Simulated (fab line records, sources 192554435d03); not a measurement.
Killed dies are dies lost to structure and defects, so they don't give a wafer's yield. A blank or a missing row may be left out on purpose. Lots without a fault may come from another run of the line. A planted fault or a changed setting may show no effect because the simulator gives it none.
Split-lot experiment | flow n5_finfet | 7 lots, 21 wafers read, on a route of 1938 steps

THE SPLIT
At N5_MOL_CONTACT_COAG_COAT_34 (resist thk 40 nm), the setting spin_rpm was moved away from the recipe's 1500 rpm on 5 of the 21 wafers read, by -9.1% to +11.0%. The other wafers ran this setting at the recipe's value.

FROM THE SPLIT TO THE READING: what the file shows between them, 4 steps
- N5_MOL_CONTACT_COAG_EBR_36
- N5_MOL_CONTACT_COAG_SOFTBAKE_35: time 60 s
- N5_MOL_CONTACT_COAG_EXPOSE_37: exposes mask VD, defocus 0 nm
- N5_MOL_CONTACT_COAG_PEB_38: peb time 60 s

THE READING
CAR-EUV_of_MOL_CONTACT_COAG_COAT_34.thk_nm (the simulator's own value, which no gauge read), in nm, at N5_MOL_CONTACT_COAG_DEVELOP_39 (develop time 30 s). The file gives no usual value for it. The 16 wafers here that ran the recipe average 39.6 nm, standard deviation 0.1 nm.

wafer  | tool, chamber at the split | spin_rpm as run, rpm | against the recipe | CAR-EUV_of_MOL_CONTACT_COAG_COAT_34.thk_nm, nm | against lot-mates on the recipe
L074.1 | litho_track-01, 0          | 1665                 | +11.0%             | 37.6                                           | -1.9
L074.5 | litho_track-01, 0          | 1500                 | recipe             | 39.6                                           | -
L074.6 | litho_track-01, 0          | 1500                 | recipe             | 39.4                                           | -
L079.2 | litho_track-04, 0          | 1500                 | recipe             | 39.8                                           | -
L079.3 | litho_track-04, 0          | 1565                 | +4.3%              | 38.8                                           | -0.9
L079.5 | litho_track-04, 0          | 1500                 | recipe             | 39.6                                           | -
L082.1 | litho_track-04, 0          | 1363                 | -9.1%              | 41.6                                           | +2.0
L082.2 | litho_track-04, 0          | 1500                 | recipe             | 39.6                                           | -
L082.3 | litho_track-04, 0          | 1500                 | recipe             | 39.6                                           | -
L084.2 | litho_track-01, 0          | 1500                 | recipe             | 39.6                                           | -
L084.3 | litho_track-01, 0          | 1500                 | recipe             | 39.6                                           | -
L084.5 | litho_track-01, 0          | 1500                 | recipe             | 39.6                                           | -
L086.1 | litho_track-05, 0          | 1500                 | recipe             | 39.6                                           | -
L086.2 | litho_track-05, 0          | 1500                 | recipe             | 39.6                                           | -
L086.6 | litho_track-05, 0          | 1431                 | -4.6%              | 40.8                                           | +1.2
L091.1 | litho_track-01, 0          | 1500                 | recipe             | 39.4                                           | -
L091.3 | litho_track-01, 0          | 1500                 | recipe             | 39.6                                           | -
L091.5 | litho_track-01, 0          | 1606                 | +7.1%              | 38.2                                           | -1.3
L095.1 | litho_track-01, 0          | 1500                 | recipe             | 39.6                                           | -
L095.4 | litho_track-01, 0          | 1500                 | recipe             | 39.6                                           | -
L095.2 | litho_track-01, 0          | 1500                 | recipe             | 39.8                                           | -

THE FIT
A straight line over all 21 wafers: CAR-EUV_of_MOL_CONTACT_COAG_COAT_34.thk_nm changes by -0.202 nm for each +1% of spin_rpm; r = -0.99; the points scatter about the line by 0.12 nm.
The same after taking each lot's own level away (the mean of its wafers on the recipe; 21 wafers): -0.197 nm for each +1%; r = -0.99; scatter 0.12 nm.
On that fit, the largest move of spin_rpm shifts the reading by 2.2 nm.
The lots' own levels span 39.50 to 39.70 nm, that is 2.0 times the standard deviation above.
So the lot-to-lot level changes the slope little: the two slopes agree.
Check: with one of the wafers moved furthest among these (+11.0%) left out of the fit, the line predicts -2.31 nm for it against its lot-mates. It came out at -1.9 nm against them.

OTHER SPLITS ON THESE WAFERS
These wafers also went through other splits before the reading. Each is held against what the fit with the lots' levels taken away leaves over:
other split on the same wafers               | wafers away from the commonest value | r with CAR-EUV_of_MOL_CONTACT_COAG_COAT_34.thk_nm (lot level and that fit taken away)
N5_SDB_COAT_05 spin_rpm                      | 8                                    | +0.03
N5_HKMG_FIN_ETCH_35 bias_w                   | 9                                    | +0.41
N5_GATE_CUT_COAT_27 spin_rpm                 | 6                                    | -0.20
N5_GATE_CUT_DESCUM_18 time_s                 | 4                                    | -0.22
N5_MOL_CONTACT_COAG_CONTACT_ETCH_14 source_w | 8                                    | +0.10

THE WHOLE CHAIN: every reading that the file lists as answering this split, in the file's order
step                           | what it does      | reading                                                                                     | change (the file's fit)               | r (the file's)
N5_MOL_CONTACT_COAG_COAT_34    | resist thk 40 nm  | CAR-EUV_of_MOL_CONTACT_COAG_COAT_34.thk_nm (the simulator's own value, which no gauge read) | -0.192 nm for each +1% of the setting | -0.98
N5_MOL_CONTACT_COAG_DEVELOP_39 | develop time 30 s | CAR-EUV_of_MOL_CONTACT_COAG_COAT_34.thk_nm (the simulator's own value, which no gauge read) | -0.196 nm for each +1% of the setting | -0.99

THE FILE'S OWN FIT
CAR-EUV_of_MOL_CONTACT_COAG_COAT_34.thk_nm changes by -0.196 nm for each +1% of spin_rpm, r = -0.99.
